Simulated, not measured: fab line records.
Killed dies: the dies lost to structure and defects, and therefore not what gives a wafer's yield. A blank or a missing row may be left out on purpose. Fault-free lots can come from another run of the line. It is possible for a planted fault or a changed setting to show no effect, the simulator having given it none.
fab line records + flow n5-finfet
record
- lots=4
- wafers=12
- last-day=17
route steps=1938 shown BEOL_M4@1099 BEOL_M5@1112 BEOL_M8@1398 PASSIVATION@1936
lots that met no fault: from a run of the same line without faults
start-h: hours from the record's first day to the start of the lot's first wafer shown + wait-h: time in hours since the lot's previous step + " the same as in the row above + L1.1+2: one row covering several wafers at once + - no value, or no start given + * or withheld: withheld + < > ~ a bound
route shown NAME@n: NAME is a module with steps in the file, n the number in the route of the first one + usual: mean and standard deviation over wafers with no fault + same: alike in all rows + chamber/n: place in a boat + sites: readings site by site + _std_site: standard deviation of those values + _edge_site: the outer-site mean with the inner-site mean subtracted + radius-mm: for every site, how far away it sits from the centre of the wafer + mask NAME#n: copy n + behind: the most recent tool/chamber to have shaped the wafer + hold: what put the lot on hold/how long, in hours/how the hold closed + device: the n, p or np transistor that did not switch + end of line: at the end of the route, the tests of the same wafers + a step with no rows: only its recipe + killed: count of dies lost to structure and defects at first sort (not the wafer's yield) + map: shows each die of a wafer: x if killed, . if not, _ if none is there
set.NAME: the run value of the setting; set.NAME@STEP: its run value at that earlier step + model.NAME: the simulator's own value behind a step, which no gauge read
lots seen at some steps along the route; tables by step, rows by wafer
services: a tool's chamber out of use, with start hour (start-h, from the record's first day; less than 0 if before it), hours out, and reason
## steps
# step N5_BEOL_M4_ANNEAL_95
# recipe
- temp-c=400
- time-s=240
- ambient=vacuum
# step N5_BEOL_M4_SPUTTER_96
# recipe
- material=Cu
- target-thk-a=45
- temp-c=-20
- chamber-pressure-pa=0.07
- power-w=withheld
- time-s=8.29
# step N5_BEOL_M4_ECD_50
# recipe
- material=Cu
- target-thk-a=3000
# step N5_BEOL_M4_ANNEAL_51
# recipe
- temp-c=225
- time-s=90
- ambient=N2
# step N5_BEOL_M4_CMP_52
# recipe
- stop-on=SiOC
- t-overpolish-s=6.8
- down-force-psi=1
- platen-rpm=50
- clearing-platen-down-force-psi=1.5
- clearing-platen-rpm=50
- post-cmp-clean=cu-alkaline
- target-thk-nm=40
- clearing-platen-pad-velocity-m-s=0.99484
- pad-velocity-m-s=0.99484
# step N5_BEOL_M4_PRE_CLEAN_60
# recipe
- gas=NH3/H2
- time-s=15
- temp-c=*
- rf-power-w=300
# step N5_BEOL_M4_CO_CAP_55
# recipe
- material=Co
- target-thk-a=20
- temp-c=200
- precursor=CCTBA/H2
- pressure-torr=30
- time-s=102.1
# step N5_BEOL_M4_PRE_CLEAN_56
# recipe
- gas=NH3
- time-s=15
- temp-c=withheld
- rf-power-w=300
# step N5_BEOL_M4_DEP_57
# recipe
- material=SiCN
- target-thk-a=80
- temp-c=withheld
- precursor=3MS/NH3
- pressure-torr=3
- rf-w=202
- time-s=14
# step N5_BEOL_M4_RC_MEAS_101
# usual
- DIBL_N=36.3/1.6
- DIBL_P=36.5/1.6
- IOFF_N=0.163/0.026
- IOFF_P=0.22/0.033
- ION_N=676/9.9
- ION_P=464/6.5
- SS_N=71.5/0.5
- SS_P=73.3/0.64
- VT_N=249.3/2.9
- VT_P=-250/3.2
| lot.wafer | tool      | chamber | start-h | wait-h | DIBL_N[mV/V] | DIBL_P[mV/V] | IOFF_N[nA/um] | IOFF_P[nA/um] | ION_N[uA/um] | ION_P[uA/um] | SS_N[mV/dec] | SS_P[mV/dec] | VT_N[mV] | VT_P[mV] |
|-----------|-----------|---------|---------|--------|--------------|--------------|---------------|---------------|--------------|--------------|--------------|--------------|----------|----------|
| L600.2    | prober-02 | 0       | 200.44  | 0.2    | 34.2         | 33.1         | 0.127         | 0.19          | 683          | 473          | 71.0         | 71.7         | 253.9    | -250     |
| L600.5    | "         | 0       | "       | "      | 34.9         | 33.7         | 0.131         | 0.19          | 670          | 465          | 71.6         | 72.7         | 251.2    | -252     |
| L600.6    | "         | 0       | "       | "      | 37.0         | 36.4         | 0.165         | 0.24          | 678          | 459          | 71.3         | 74.3         | 250.7    | -249     |
| L603.1    | prober-02 | 0       | 208.22  | 0.0    | 37.1         | 37.4         | 0.178         | 0.20          | 679          | 458          | 71.6         | 73.9         | 247.0    | -252     |
| L603.5    | "         | 0       | "       | "      | 37.9         | 39.1         | 0.196         | 0.24          | 676          | 460          | 71.7         | 74.7         | 245.6    | -249     |
| L603.6    | "         | 0       | "       | "      | 36.3         | 37.2         | 0.171         | 0.20          | 684          | 464          | 72.0         | 73.7         | 247.7    | -253     |
| L605.2    | prober-01 | 0       | 225.02  | 0.5    | 37.6         | 37.2         | 0.177         | 0.27          | 676          | 470          | 71.9         | 73.7         | 249.2    | -244     |
| L605.3    | "         | 0       | "       | "      | 38.8         | 38.8         | 0.200         | 0.31          | 682          | 468          | 72.0         | 73.7         | 247.6    | -244     |
| L605.5    | "         | 0       | "       | "      | 37.2         | 36.7         | 0.164         | 0.27          | 666          | 466          | 72.2         | 73.2         | 250.9    | -244     |
| L614.4    | prober-01 | 0       | 278.34  | 0.5    | 34.5         | 34.6         | 0.126         | 0.15          | 669          | 450          | 71.8         | 72.4         | 254.9    | -256     |
| L614.5    | "         | 0       | "       | "      | 34.4         | 35.4         | 0.129         | 0.17          | 671          | 460          | 72.1         | 73.2         | 253.3    | -259     |
| L614.6    | "         | 0       | "       | "      | 35.0         | 34.7         | 0.134         | 0.15          | 666          | 445          | 71.4         | 72.9         | 252.5    | -257     |
# step N5_BEOL_M5_ILD_DEP_00
# recipe
- material=SiCOH_lowk
- target-thk-a=1406.4
- temp-c=300
- precursor=DEMS/porogen
- pressure-torr=5
- rf-w=500
- time-s=25.9
# step N5_BEOL_M5_CURE_79
# recipe
- temp-c=385
- time-s=240
- ambient=He/Ar
- material=SiCOH_lowk
# step N5_BEOL_M5_PECVD_70
# recipe
- material=SiO2
- target-thk-a=160
- temp-c=400
- precursor=TEOS/O2
- pressure-torr=5.5
- rf-w=450
- teos-flow-sccm=53.8
- gas=O2
- flow-sccm=3000
- time-s=18
# step N5_BEOL_M5_HM_DEP_02
# recipe
- material=TiN
- target-thk-a=200
- temp-c=25
- chamber-pressure-pa=0.49996
# step N5_BEOL_M5_COAT_59
# recipe
- resist=SOC
- temp-c=250
- time-s=60
- spin-rpm=1500
- resist-thk-nm=60
# step N5_BEOL_M5_COAT_60
# recipe
- resist=SiARC
- temp-c=220
- time-s=60
- spin-rpm=1500
- resist-thk-nm=12
# step N5_BEOL_M5_COAT_71
# recipe
- resist=underlayer
- temp-c=205
- time-s=60
- spin-rpm=1500
- resist-thk-nm=5
# step N5_BEOL_M5_COAT_05
# recipe
- resist=CAR-EUV
- spin-rpm=1500
- resist-thk-nm=30
# step N5_BEOL_M5_EBR_07
# recipe
- solvent=PGMEA
- ebr-width-mm=1.5
# step N5_BEOL_M5_SOFTBAKE_06
# recipe
- temp-c=110
- time-s=60
- resist=CAR-EUV
# step N5_BEOL_M5_EXPOSE_08
# recipe
- mask-id=M5
- na=0.33
- source-shape=annular
- sigma-inner=0.4
- sigma-outer=0.8
- polarization=unpolarized
- target-cd-nm=28
- dose-mj=35.75
# step N5_BEOL_M5_PEB_09
# recipe
- peb-temp-c=100
- peb-time-s=60
- resist=CAR-EUV
# step N5_BEOL_M5_DEVELOP_10
# recipe
- develop-time-s=30
- developer=TMAH
- resist=CAR-EUV
- rinse-liquid=surfactant-rinse
- dry=air-spin
- dev-temp-c=23
# step N5_BEOL_M5_DESCUM_16
# recipe
- chemistry=O2
- time-s=7
- source-power-w=50
- bias-power-w=20
- pressure-mtorr=20
- rf-frequency-hz=2.712e+07
- temp-c=40
- resist=CAR-EUV
- o2-flow-sccm=225
# step N5_BEOL_M5_ETCH_72
# recipe
- chemistry=N2/H2
- target=underlayer
- target-depth-a=65
- mask-material=CAR-EUV
- time-s=5.2
- ion-energy-ev=200
- pressure-mtorr=30
- source-w=840
- bias-w=150
- n2-flow-sccm=200
- h2-flow-sccm=200
- ends=cleared
# step N5_BEOL_M5_ETCH_61
# recipe
- chemistry=CF4
- target=SiARC
- target-depth-a=156
- mask-material=CAR-EUV
- time-s=26
- ion-energy-ev=80
- pressure-mtorr=40
- source-w=545
- bias-w=36
- Ar_flow_sccm=100
- cf4-flow-sccm=100
- ends=cleared
# step N5_BEOL_M5_ETCH_62
# recipe
- chemistry=N2/H2
- target=SOC
- target-depth-a=750
- overetch-a=150
- mask-material=SiARC
- temp-c=40
- time-s=112.5
- ion-energy-ev=200
- pressure-mtorr=30
- source-w=840
- bias-w=150
- n2-flow-sccm=200
- h2-flow-sccm=200
# step N5_BEOL_M5_STRIP_63
# recipe
- chemistry=N2/H2
- temp-c=40
- n2-flow-sccm=200
- h2-flow-sccm=200
- rf-frequency-hz=6e+07
# step N5_BEOL_M5_STRIP_73
# recipe
- chemistry=N2/H2
- temp-c=40
- n2-flow-sccm=200
- h2-flow-sccm=200
- rf-frequency-hz=6e+07
# step N5_BEOL_M5_STRIP_64
# recipe
- chemistry=CF4
- resist=SiARC
- power-w=300
- bias-power-w=75
- pressure-mtorr=50
- cf4-flow-sccm=150
- rf-frequency-hz=6e+07
# step N5_BEOL_M5_HM_OPEN_17
# recipe
- chemistry=Cl2/BCl3
- target-depth-a=200
- overetch-a=60
- target=TiN
- mask-material=SOC
- ion-energy-ev=150
- pressure-mtorr=10
- icp-w=1000
- bias-w=126
- Cl2_flow_sccm=53.25
- bcl3-flow-sccm=21.75
- Ar_flow_sccm=25
# step N5_BEOL_M5_STRIP_19
# recipe
- chemistry=O2
- power-w=400
- temp-c=40
- pressure-mtorr=30
- rf-frequency-hz=6e+07
- bias-power-w=0
- overash-fraction=0.2
- o2-flow-sccm=225
# step N5_BEOL_M5_COAT_65
# recipe
- resist=SOC
- temp-c=250
- time-s=60
- spin-rpm=1500
- resist-thk-nm=60
# step N5_BEOL_M5_COAT_66
# recipe
- resist=SiARC
- temp-c=220
- time-s=60
- spin-rpm=1500
- resist-thk-nm=12
# step N5_BEOL_M8_DEP_56
# recipe
- material=SiCN
- target-thk-a=100
- temp-c=withheld
- precursor=3MS/NH3
- pressure-torr=3
- rf-w=202
- time-s=17.5
# usual
- chamber-pressure-Torr=3.000/0.007
- rf-fwd-power-W=199.8/0.73
- showerhead-plenum-p-Torr=3.663/0.011
- throttle-valve-pct=9.3/0.57
| lot.wafer | tool     | chamber | start-h | wait-h | chamber-pressure-Torr | rf-fwd-power-W | showerhead-plenum-p-Torr | throttle-valve-pct |
|-----------|----------|---------|---------|--------|-----------------------|----------------|--------------------------|--------------------|
| L600.2    | pecvd-03 | 2       | 244.54  | 0.0    | 3.002                 | 199.2          | 3.675                    | 8.1                |
| L600.5    | "        | 1       | "       | "      | 3.007                 | 199.4          | 3.678                    | 9.7                |
| L600.6    | "        | 2       | "       | "      | 3.004                 | 198.9          | 3.668                    | 8.4                |
| L603.1    | pecvd-03 | 2       | 254.87  | 0.0    | -                     | -              | -                        | -                  |
| L603.5    | "        | 0       | "       | "      | -                     | -              | -                        | -                  |
| L603.6    | "        | 1       | "       | "      | -                     | -              | -                        | -                  |
| L605.2    | pecvd-01 | 2       | 264.21  | 0.0    | -                     | -              | -                        | -                  |
| L605.3    | "        | 1       | "       | "      | -                     | -              | -                        | -                  |
| L605.5    | "        | 2       | "       | "      | -                     | -              | -                        | -                  |
| L614.4    | pecvd-02 | 0       | 324.62  | 0.0    | 2.999                 | 198.6          | 3.654                    | 10.3               |
| L614.5    | "        | 2       | "       | "      | 2.989                 | 199.7          | 3.669                    | 9.3                |
| L614.6    | "        | 1       | "       | "      | 2.996                 | 200.8          | 3.651                    | 9.4                |
# step N5_PASSIVATION_PROBE_49
# usual
- defect-limited-yield=91.2/1.5
- killed_at_M0_to_M3=32/9.6
- killed_at_M4_up=13/5.3
- killed-at-contacts=13/6.7
- killed-at-front-end=42/11
- killed-at-other=3.8/2.9
- killed-dies=103/17
- killed-on-rim=14/4.4
- killed-open=67/13
- killed-short=35/7.9
- sort_bin_5_function=5.2/0.94
- sort_bin_6_memory=3.3/0.64
- sort-n-pass=1077/17
- sort-yield-pct=91.2/1.5
# same
- gross-dies=1180
- killed-at-back-side=0
- sort_bin_4_leakage[%]=0
- sort_bin_8_speed[%]=0
| lot.wafer | tool      | chamber | start-h | wait-h | defect-limited-yield[%] | killed_at_M0_to_M3 | killed_at_M4_up | killed-at-contacts | killed-at-front-end | killed-at-other | killed-dies | killed-on-rim | killed-open | killed-short | sort_bin_5_function[%] | sort_bin_6_memory[%] | sort-n-pass | sort-yield-pct[%] |
|-----------|-----------|---------|---------|--------|-------------------------|--------------------|-----------------|--------------------|---------------------|-----------------|-------------|---------------|-------------|--------------|------------------------|----------------------|-------------|-------------------|
| L603.1    | prober-02 | -       | 318.14  | 0.0    | 0                       | 34                 | 1086            | 8                  | 52                  | 0               | 1180        | 152           | 76          | 39           | 96.4                   | 2.9                  | 0           | 0                 |
| L603.5    | prober-02 | -       | 318.34  | 0.2    | 0                       | 40                 | 1065            | 20                 | 53                  | 2               | 1180        | 152           | 79          | 46           | 95.5                   | 4.0                  | 0           | 0                 |
| L603.6    | prober-02 | -       | 318.39  | 0.3    | 0                       | 31                 | 1069            | 12                 | 67                  | 1               | 1180        | 152           | 88          | 42           | 94.8                   | 4.7                  | 0           | 0                 |
| L605.2    | prober-02 | -       | 328.39  | 0.1    | 0                       | 25                 | 1076            | 13                 | 58                  | 8               | 1180        | 152           | 69          | 50           | 95.8                   | 3.7                  | 0           | 0                 |
| L605.3    | prober-02 | -       | 328.44  | 0.1    | 0                       | 24                 | 1098            | 23                 | 31                  | 4               | 1180        | 152           | 60          | 35           | 96.6                   | 3.1                  | 0           | 0                 |
| L605.5    | prober-02 | -       | 328.54  | 0.2    | 0                       | 32                 | 1076            | 19                 | 52                  | 1               | 1180        | 152           | 79          | 32           | 96.0                   | 3.9                  | 0           | 0                 |
| L614.4    | prober-01 | -       | 402.36  | 0.2    | 92.9                    | 29                 | 16              | 10                 | 26                  | 3               | 84          | 11            | 65          | 17           | 4.4                    | 2.6                  | 1096        | 92.9              |
# killed by level:class
L603.1 BEOL_M8:area-dep=1064 DUMMY_GATE:geometric-particle:open=12 BEOL_M2:geometric-particle:open=10 FIN_SAQP:geometric-particle:open=9 FIN_SAQP:geometric-particle:short=9 BEOL_M0_SAQP:geometric-particle:short=9 BEOL_M4:geometric-particle:open=9 STI_FIN_REVEAL:geometric-particle:open=7
L603.5 BEOL_M8:area-dep=1055 FIN_SAQP:geometric-particle:short=17 FIN_SAQP:geometric-particle:open=15 MOL_CONTACT_COAG:geometric-particle:open=15 BEOL_M0_SAQP:geometric-particle:short=9 BEOL_M2:geometric-particle:open=9 BEOL_M0_SAQP:geometric-particle:open=8 STI_FIN_REVEAL:geometric-particle:open=7
L603.6 BEOL_M8:area-dep=1049 FIN_SAQP:geometric-particle:open=21 FIN_SAQP:geometric-particle:short=11 BEOL_M3:geometric-particle:open=10 STI_FIN_REVEAL:geometric-particle:open=9 MOL_CONTACT_COAG:geometric-particle:open=9 BEOL_M0_SAQP:geometric-particle:short=7 BEOL_M0_SAQP:geometric-particle:open=7
L605.2 BEOL_M8:area-dep=1060 STI_FIN_REVEAL:geometric-particle:open=16 MOL_CONTACT_COAG:geometric-particle:open=10 FIN_SAQP:geometric-particle:short=9 FIN_SAQP:geometric-particle:open=9 BEOL_M0_SAQP:geometric-particle:short=9 DUMMY_GATE:geometric-particle:open=7 BEOL_M3:geometric-particle:open=5
L605.3 BEOL_M8:area-dep=1082 MOL_CONTACT_COAG:geometric-particle:open=18 BEOL_M4:geometric-particle:open=9 BEOL_M0_SAQP:geometric-particle:short=8 FIN_SAQP:geometric-particle:short=7 FIN_SAQP:geometric-particle:open=5 MOL_CONTACT_COAG:geometric-particle:short=5 BEOL_M0_SAQP:geometric-particle:open=5
L605.5 BEOL_M8:area-dep=1068 FIN_SAQP:geometric-particle:open=23 MOL_CONTACT_COAG:geometric-particle:open=16 FIN_SAQP:geometric-particle:short=11 BEOL_M3:geometric-particle:open=7 BEOL_M2:geometric-particle:open=6 STI_FIN_REVEAL:geometric-particle:open=6 BEOL_M0_SAQP:geometric-particle:short=6
L614.4 MOL_CONTACT_COAG:geometric-particle:open=9 BEOL_M1:geometric-particle:open=9 STI_FIN_REVEAL:geometric-particle:open=8 BEOL_M0_SAQP:geometric-particle:open=6 FIN_SAQP:geometric-particle:open=5 BEOL_M0_SAQP:geometric-particle:short=5 BEOL_M6:geometric-particle:open=5 DUMMY_GATE:geometric-particle:open=4
# map L603.1 (x killed, . not)
_________________xxxxxxxxxxxx________________
______________xxxxxxxxxxxxxxxxxx_____________
___________xxxxxxxxxxxxxxxxxxxxxxxx__________
__________xxxxxxxxxxxxxxxxxxxxxxxxxx_________
________xxxxxxxxxxxxxxxxxxxxxxxxxxxxxx_______
_______xxxxxxxxxxxxxxxxxxxxxxxxxxxxxxxx______
______xxxxxxxxxxxxxxxxxxxxxxxxxxxxxxxxxx_____
_____xxxxxxxxxxxxxxxxxxxxxxxxxxxxxxxxxxxx____
____xxxxxxxxxxxxxxxxxxxxxxxxxxxxxxxxxxxxxx___
___xxxxxxxxxxxxxxxxxxxxxxxxxxxxxxxxxxxxxxxx__
___xxxxxxxxxxxxxxxxxxxxxxxxxxxxxxxxxxxxxxxx__
__xxxxxxxxxxxxxxxxxxxxxxxxxxxxxxxxxxxxxxxxxx_
__xxxxxxxxxxxxxxxxxxxxxxxxxxxxxxxxxxxxxxxxxx_
_xxxxxxxxxxxxxxxxxxxxxxxxxxxxxxxxxxxxxxxxxxxx
_xxxxxxxxxxxxxxxxxxxxxxxxxxxxxxxxxxxxxxxxxxxx
_xxxxxxxxxxxxxxxxxxxxxxxxxxxxxxxxxxxxxxxxxxxx
_xxxxxxxxxxxxxxxxxxxxxxxxxxxxxxxxxxxxxxxxxxxx
_xxxxxxxxxxxxxxxxxxxxxxxxxxxxxxxxxxxxxxxxxxxx
_xxxxxxxxxxxxxxxxxxxxxxxxxxxxxxxxxxxxxxxxxxxx
_xxxxxxxxxxxxxxxxxxxxxxxxxxxxxxxxxxxxxxxxxxxx
_xxxxxxxxxxxxxxxxxxxxxxxxxxxxxxxxxxxxxxxxxxxx
__xxxxxxxxxxxxxxxxxxxxxxxxxxxxxxxxxxxxxxxxxx_
__xxxxxxxxxxxxxxxxxxxxxxxxxxxxxxxxxxxxxxxxxx_
___xxxxxxxxxxxxxxxxxxxxxxxxxxxxxxxxxxxxxxxx__
___xxxxxxxxxxxxxxxxxxxxxxxxxxxxxxxxxxxxxxxx__
____xxxxxxxxxxxxxxxxxxxxxxxxxxxxxxxxxxxxxx___
_____xxxxxxxxxxxxxxxxxxxxxxxxxxxxxxxxxxxx____
______xxxxxxxxxxxxxxxxxxxxxxxxxxxxxxxxxx_____
_______xxxxxxxxxxxxxxxxxxxxxxxxxxxxxxxx______
________xxxxxxxxxxxxxxxxxxxxxxxxxxxxxx_______
__________xxxxxxxxxxxxxxxxxxxxxxxxxx_________
___________xxxxxxxxxxxxxxxxxxxxxxxx__________
______________xxxxxxxxxxxxxxxxxx_____________
_________________xxxxxxxxxxxx________________
# map L605.2 (x killed, . not)
_________________xxxxxxxxxxxx________________
______________xxxxxxxxxxxxxxxxxx_____________
___________xxxxxxxxxxxxxxxxxxxxxxxx__________
__________xxxxxxxxxxxxxxxxxxxxxxxxxx_________
________xxxxxxxxxxxxxxxxxxxxxxxxxxxxxx_______
_______xxxxxxxxxxxxxxxxxxxxxxxxxxxxxxxx______
______xxxxxxxxxxxxxxxxxxxxxxxxxxxxxxxxxx_____
_____xxxxxxxxxxxxxxxxxxxxxxxxxxxxxxxxxxxx____
____xxxxxxxxxxxxxxxxxxxxxxxxxxxxxxxxxxxxxx___
___xxxxxxxxxxxxxxxxxxxxxxxxxxxxxxxxxxxxxxxx__
___xxxxxxxxxxxxxxxxxxxxxxxxxxxxxxxxxxxxxxxx__
__xxxxxxxxxxxxxxxxxxxxxxxxxxxxxxxxxxxxxxxxxx_
__xxxxxxxxxxxxxxxxxxxxxxxxxxxxxxxxxxxxxxxxxx_
_xxxxxxxxxxxxxxxxxxxxxxxxxxxxxxxxxxxxxxxxxxxx
_xxxxxxxxxxxxxxxxxxxxxxxxxxxxxxxxxxxxxxxxxxxx
_xxxxxxxxxxxxxxxxxxxxxxxxxxxxxxxxxxxxxxxxxxxx
_xxxxxxxxxxxxxxxxxxxxxxxxxxxxxxxxxxxxxxxxxxxx
_xxxxxxxxxxxxxxxxxxxxxxxxxxxxxxxxxxxxxxxxxxxx
_xxxxxxxxxxxxxxxxxxxxxxxxxxxxxxxxxxxxxxxxxxxx
_xxxxxxxxxxxxxxxxxxxxxxxxxxxxxxxxxxxxxxxxxxxx
_xxxxxxxxxxxxxxxxxxxxxxxxxxxxxxxxxxxxxxxxxxxx
__xxxxxxxxxxxxxxxxxxxxxxxxxxxxxxxxxxxxxxxxxx_
__xxxxxxxxxxxxxxxxxxxxxxxxxxxxxxxxxxxxxxxxxx_
___xxxxxxxxxxxxxxxxxxxxxxxxxxxxxxxxxxxxxxxx__
___xxxxxxxxxxxxxxxxxxxxxxxxxxxxxxxxxxxxxxxx__
____xxxxxxxxxxxxxxxxxxxxxxxxxxxxxxxxxxxxxx___
_____xxxxxxxxxxxxxxxxxxxxxxxxxxxxxxxxxxxx____
______xxxxxxxxxxxxxxxxxxxxxxxxxxxxxxxxxx_____
_______xxxxxxxxxxxxxxxxxxxxxxxxxxxxxxxx______
________xxxxxxxxxxxxxxxxxxxxxxxxxxxxxx_______
__________xxxxxxxxxxxxxxxxxxxxxxxxxx_________
___________xxxxxxxxxxxxxxxxxxxxxxxx__________
______________xxxxxxxxxxxxxxxxxx_____________
_________________xxxxxxxxxxxx________________
## services
| tool     | chamber | start-h | hours | kind   |
|----------|---------|---------|-------|--------|
| pecvd-03 | -       | 259.47  | 5.5   | pm     |
| pecvd-01 | 0       | 320.20  | 12.9  | repair |
## key
first-sign
- step=N5_BEOL_M8_DEP_56
- reading=tool-record
- direction=missing
effect
- step=N5_PASSIVATION_PROBE_49
- reading=killed_at_M4_up
- direction=up
- sigmas=99+
- usual=13
- struck=1078
more-kills-born-at
- N5_BEOL_M8_DEP_56@pecvd-01=3210
- N5_BEOL_M8_DEP_56@pecvd-03=3168
met-at N5_BEOL_M8_DEP_56
struck-wafers L603.1,L603.5,L603.6,L605.2,L605.3,L605.5
later-rows-left-out L603.1,L603.5,L603.6,L605.2,L605.3,L605.5
onset-between 244.54 254.87
fault
- kind=skipped-step-whole
- tool=pecvd-01,pecvd-03
- chamber=-
- onset-h=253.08
- steps=N5_BEOL_M8_DEP_56
- scope=struck-lots-only
# later-rows-left-out: the simulator's readings of these wafers behind a module that went badly wrong aren't trusted and aren't shown, but for the sort
